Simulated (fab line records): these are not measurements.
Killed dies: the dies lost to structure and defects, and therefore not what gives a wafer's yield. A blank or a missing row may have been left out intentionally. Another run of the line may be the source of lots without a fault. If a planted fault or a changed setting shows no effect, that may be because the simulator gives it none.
The tool behind it: which one? + flow nandHarc + 72 wafers from 24 lots sampled at 4 of the route's 1159 steps

== WHAT EACH GAUGE READ, for each wafer ==
NHARC_P_STI_CD_MEAS_16.
| lot  | measured    | on       | cdNm (nm)   |
|------|-------------|----------|-------------|
| L074 | day 2 11:46 | cdSem-02 | 202 200 202 |
| L075 | day 2 17:27 | cdSem-01 | 201 196 198 |
| L076 | day 3 01:49 | cdSem-01 | 195 196 194 |
| L077 | day 3 05:34 | cdSem-03 | 198 197 197 |
| L078 | day 3 13:17 | cdSem-01 | 200 197 199 |
| L079 | day 3 17:53 | cdSem-03 | 202 205 203 |
| L080 | day 4 03:10 | cdSem-02 | 202 206 208 |
| L081 | day 4 03:22 | cdSem-03 | 202 206 197 |
| L082 | day 4 11:37 | cdSem-03 | 196 201 204 |
| L083 | day 4 17:40 | cdSem-03 | 200 196 198 |
| L084 | day 4 23:38 | cdSem-01 | 198 200 200 |
| L085 | day 5 07:21 | cdSem-01 | 199 201 195 |
| L086 | day 5 11:58 | cdSem-02 | 201 196 196 |
| L088 | day 5 23:20 | cdSem-01 | 199 199 198 |
| L087 | day 5 23:23 | cdSem-03 | 199 198 200 |
| L090 | day 6 08:07 | cdSem-03 | 206 198 205 |
| L089 | day 6 08:16 | cdSem-01 | 203 203 204 |
| L091 | day 6 17:49 | cdSem-02 | 200 197 199 |
| L092 | day 7 00:15 | cdSem-02 | 197 199 196 |
| L093 | day 7 05:26 | cdSem-01 | 202 199 196 |
| L094 | day 7 14:27 | cdSem-03 | 200 206 204 |
| L095 | day 7 14:37 | cdSem-02 | 195 199 200 |
| L097 | day 8 02:07 | cdSem-01 | 195 197 198 |
| L096 | day 8 02:09 | cdSem-03 | 199 200 201 |

NHARC_P_GATE_CD_MEAS_46 targets a cd of 720 nm.
| lot  | measured     | on       | cdNm (nm)         |
|------|--------------|----------|-------------------|
| L074 | day 5 01:22  | cdSem-03 | 714.5 715.7 720.2 |
| L075 | day 5 10:33  | cdSem-03 | 720.3 721.9 716.9 |
| L076 | day 5 14:51  | cdSem-03 | 718.3 720.1 718.8 |
| L077 | day 5 15:01  | cdSem-03 | 717.9 721.7 717.6 |
| L078 | day 6 03:55  | cdSem-01 | 723.5 718.3 721.3 |
| L079 | day 6 04:35  | cdSem-01 | 717.8 717.1 721.1 |
| L080 | day 6 22:05  | cdSem-02 | 717.6 716.8 715.6 |
| L081 | day 6 22:18  | cdSem-02 | 717.7 719.4 720.9 |
| L082 | day 7 04:19  | cdSem-02 | 721.0 722.4 717.1 |
| L083 | day 7 14:55  | cdSem-01 | 714.8 721.0 718.3 |
| L084 | day 8 10:02  | cdSem-02 | 721.2 719.1 720.9 |
| L085 | day 8 08:49  | cdSem-03 | 719.8 718.0 722.2 |
| L086 | day 8 15:06  | cdSem-02 | 721.0 718.3 716.7 |
| L088 | day 8 10:23  | cdSem-03 | 720.3 721.3 719.3 |
| L087 | day 8 16:01  | cdSem-01 | 716.2 718.1 720.7 |
| L090 | day 9 00:39  | cdSem-03 | 716.7 720.5 722.1 |
| L089 | day 9 00:13  | cdSem-01 | 715.9 716.8 721.4 |
| L091 | day 9 11:32  | cdSem-03 | 718.6 721.0 720.0 |
| L092 | day 9 18:00  | cdSem-01 | 721.1 718.4 717.2 |
| L093 | day 9 15:59  | cdSem-03 | 721.5 718.5 719.1 |
| L094 | day 10 06:33 | cdSem-03 | 721.5 722.7 723.8 |
| L095 | day 10 06:05 | cdSem-02 | 715.7 719.1 719.5 |
| L097 | day 10 18:26 | cdSem-03 | 719.9 719.8 717.5 |
| L096 | day 10 19:07 | cdSem-01 | 717.4 716.5 720.4 |

NHARC_P_CONTACT_INSPECT_27.
| lot  | measured     | on               | rawDefectCount |
|------|--------------|------------------|----------------|
| L074 | day 5 14:05  | defectInspect-01 | 509 283 362    |
| L075 | day 6 03:43  | defectInspect-01 | 202 207 308    |
| L076 | day 6 04:16  | defectInspect-01 | 302 205 157    |
| L077 | day 6 05:14  | defectInspect-02 | 235 277 232    |
| L078 | day 6 15:26  | defectInspect-01 | 171 130 93     |
| L079 | day 6 16:08  | defectInspect-02 | 225 393 383    |
| L080 | day 7 09:28  | defectInspect-02 | 311 216 131    |
| L081 | day 7 09:58  | defectInspect-01 | 386 403 375    |
| L082 | day 7 18:23  | defectInspect-01 | 155 528 394    |
| L083 | day 8 12:35  | defectInspect-01 | 168 248 210    |
| L084 | day 9 01:38  | defectInspect-01 | 241 294 406    |
| L085 | day 8 20:26  | defectInspect-02 | 324 292 214    |
| L086 | day 9 04:13  | defectInspect-02 | 316 315 351    |
| L088 | day 9 02:10  | defectInspect-01 | 158 149 171    |
| L087 | day 9 09:11  | defectInspect-02 | 375 212 244    |
| L090 | day 9 19:29  | defectInspect-01 | 518 593 552    |
| L089 | day 9 18:30  | defectInspect-01 | 257 314 454    |
| L091 | day 10 00:32 | defectInspect-01 | 250 299 185    |
| L092 | day 10 05:36 | defectInspect-01 | 301 313 248    |
| L093 | day 10 03:38 | defectInspect-01 | 301 385 287    |
| L094 | day 11 02:46 | defectInspect-01 | 323 371 675    |
| L095 | day 11 02:43 | defectInspect-02 | 172 147 201    |
| L097 | day 11 06:30 | defectInspect-02 | 326 356 237    |
| L096 | day 11 06:53 | defectInspect-01 | 190 153 239    |

== TOOL THAT RAN EACH LOT (tool first, then ch and the chambers of the sampled wafers, then the start) ==
| lot  | NHARC_P_GATE_STRIP_111              |
|------|-------------------------------------|
| L074 | plasmaAsher-02 ch 0,1, day 5 01:53  |
| L075 | plasmaAsher-02 ch 1, day 5 11:53    |
| L076 | plasmaAsher-02 ch 0,1, day 5 15:31  |
| L077 | plasmaAsher-02 ch 0,1, day 5 15:59  |
| L078 | plasmaAsher-02 ch 0,1, day 6 04:29  |
| L079 | plasmaAsher-01 ch 0,1, day 6 05:10  |
| L080 | plasmaAsher-02 ch 1, day 6 22:40    |
| L081 | plasmaAsher-01 ch 0,1, day 6 22:53  |
| L082 | plasmaAsher-01 ch 0,1, day 7 04:54  |
| L083 | plasmaAsher-02 ch 0,1, day 7 15:26  |
| L084 | plasmaAsher-02 ch 0,1, day 8 10:34  |
| L085 | plasmaAsher-02 ch 0,1, day 8 09:26  |
| L086 | plasmaAsher-01 ch 0,1, day 8 15:56  |
| L088 | plasmaAsher-01 ch 0,1, day 8 10:56  |
| L087 | plasmaAsher-01 ch 0,1, day 8 16:32  |
| L090 | plasmaAsher-02 ch 0,1, day 9 01:12  |
| L089 | plasmaAsher-01 ch 0,1, day 9 00:50  |
| L091 | plasmaAsher-02 ch 0,1, day 9 12:07  |
| L092 | plasmaAsher-02 ch 0, day 9 18:33    |
| L093 | plasmaAsher-01 ch 0,1, day 9 16:37  |
| L094 | plasmaAsher-01 ch 0,1, day 10 07:04 |
| L095 | plasmaAsher-02 ch 1, day 10 06:40   |
| L097 | plasmaAsher-02 ch 0,1, day 10 19:03 |
| L096 | plasmaAsher-01 ch 0,1, day 10 19:38 |
- NHARC_P_GATE_STRIP_111: strips in N2/H2, time 250 s.

== WHAT THE TOOLS THEMSELVES READ (means of the sampled wafers that have a number; where no wafer has one, the mark that the record gives instead) ==
NHARC_P_GATE_STRIP_111.
| lot  | tool           | drypumpMotorCurrentA (A) | heaterPowerW (W) |
|------|----------------|--------------------------|------------------|
| L074 | plasmaAsher-02 | 5.46                     | 86               |
| L075 | plasmaAsher-02 | 5.28                     | 78               |
| L076 | plasmaAsher-02 | 5.64                     | 91               |
| L077 | plasmaAsher-02 | 5.47                     | 84               |
| L078 | plasmaAsher-02 | 5.62                     | 92               |
| L079 | plasmaAsher-01 | 5.78                     | 80               |
| L080 | plasmaAsher-02 | 5.28                     | 79               |
| L081 | plasmaAsher-01 | 5.85                     | 84               |
| L082 | plasmaAsher-01 | 5.84                     | 82               |
| L083 | plasmaAsher-02 | 5.48                     | 86               |
| L084 | plasmaAsher-02 | 5.62                     | 90               |
| L085 | plasmaAsher-02 | 5.59                     | 91               |
| L086 | plasmaAsher-01 | 5.83                     | 82               |
| L088 | plasmaAsher-01 | 5.77                     | 80               |
| L087 | plasmaAsher-01 | 5.75                     | 80               |
| L090 | plasmaAsher-02 | 5.44                     | 88               |
| L089 | plasmaAsher-01 | 5.78                     | 80               |
| L091 | plasmaAsher-02 | 5.46                     | 88               |
| L092 | plasmaAsher-02 | 5.78                     | 89               |
| L093 | plasmaAsher-01 | 5.77                     | 80               |
| L094 | plasmaAsher-01 | 5.86                     | 83               |
| L095 | plasmaAsher-02 | 5.29                     | 87               |
| L097 | plasmaAsher-02 | 5.59                     | 89               |
| L096 | plasmaAsher-01 | 5.76                     | 82               |

== THE ANSWER, worked out from the rows above alone ==
Rule: what is usual is taken from the lots themselves. The widest of any qualifying gaps counts: lots, ordered by their means at a reading, are off when they make up no more than a third of the lots, leave a main group of 4 or more, and stand apart from it by 3 or more times the standard deviation of that group's means. A main group is skipped when, at the precision printed for the reading in the tables above, its means are all equal. A lot without any number at a reading at which 4 lots or more have one is off too. Any other lot the step has rows for is counted as sound. The gauges are gone through in route order, then the tools' own readings, and for those a lot's mean is taken as printed above. At the first step where some lot is off, the reading lying furthest off is the one used; lots without a number count as furthest.
No lot is off on any of the readings shown, so nothing can be concluded from this.

== WHAT THE SIMULATOR HAD INSERTED ==
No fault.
